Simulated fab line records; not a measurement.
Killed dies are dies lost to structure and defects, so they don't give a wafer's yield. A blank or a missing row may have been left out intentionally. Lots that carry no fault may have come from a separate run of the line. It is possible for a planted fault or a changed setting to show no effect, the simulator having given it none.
Which tool is to blame? + flow nand_harc + 36 wafers from 12 lots sampled at 2 of the route's 1302 steps

WHAT THE GAUGES READ, wafer by wafer
NHARC_A_SGD_CUT_OVL_MEAS_10.
| lot  | measured     | on         | overlay_x_nm (nm) |
|------|--------------|------------|-------------------|
| L075 | day 19 22:42 | overlay-01 | 1.0 0.9 0.6       |
| L077 | day 20 15:04 | overlay-02 | 0.1 -0.4 -0.2     |
| L079 | day 21 15:36 | overlay-02 | -1.4 -1.6 -1.0    |
| L080 | day 22 04:47 | overlay-02 | 0.3 -0.1 -0.3     |
| L085 | day 23 05:12 | overlay-01 | 0.7 1.1 0.8       |
| L083 | day 23 18:10 | overlay-01 | 0.8 0.6 0.3       |
| L087 | day 24 23:54 | overlay-01 | -0.7 -0.4 -0.4    |
| L088 | day 25 13:19 | overlay-01 | 1.2 0.1 0.8       |
| L091 | day 25 23:35 | overlay-01 | -0.6 0.0 0.3      |
| L093 | day 27 02:05 | overlay-01 | 2.6 2.7 2.6       |
| L094 | day 28 08:28 | overlay-01 | 0.5 0.1 -0.4      |
| L096 | day 29 01:22 | overlay-01 | -0.4 -0.5 -0.6    |

EACH LOT AND THE TOOL THAT RAN IT (in order: tool; ch and the chambers of the sampled wafers; start)
| lot  | NHARC_A_STAIRCASE_CMP_152     |
|------|-------------------------------|
| L075 | cmp-01 ch 0,1,2, day 19 19:55 |
| L077 | cmp-02 ch 0,1,2, day 20 12:30 |
| L079 | cmp-01 ch 0,2, day 21 12:53   |
| L080 | cmp-01 ch 1,2, day 22 01:49   |
| L085 | cmp-01 ch 1,2, day 23 02:37   |
| L083 | cmp-04 ch 2,3, day 23 15:19   |
| L087 | cmp-02 ch 0,1,2, day 24 21:13 |
| L088 | cmp-04 ch 0,1,3, day 25 10:51 |
| L091 | cmp-02 ch 2,3, day 25 20:54   |
| L093 | cmp-02 ch 0,1,3, day 26 23:32 |
| L094 | cmp-01 ch 0,2, day 28 05:32   |
| L096 | cmp-01 ch 1,3, day 28 22:41   |
- NHARC_A_STAIRCASE_CMP_152: polishes.

THE ANSWER, worked out from the rows above alone
Rule: usual is defined by the lots themselves. The widest of any qualifying gaps counts: lots, ordered by their means at a reading, are off when they make up no more than a third of the lots, leave a main group of 4 or more, and stand apart from it by 3 or more times the standard deviation of that group's means. A main group whose means are all the same, to the digits that the tables above print for the reading, isn't used. A lot without any number at a reading at which 4 lots or more have one is off too. The other lots that the step has rows for count as sound.
Across all readings shown, no lot is off: no conclusion can be drawn from this.

WHAT THE SIMULATOR HAD PUT IN
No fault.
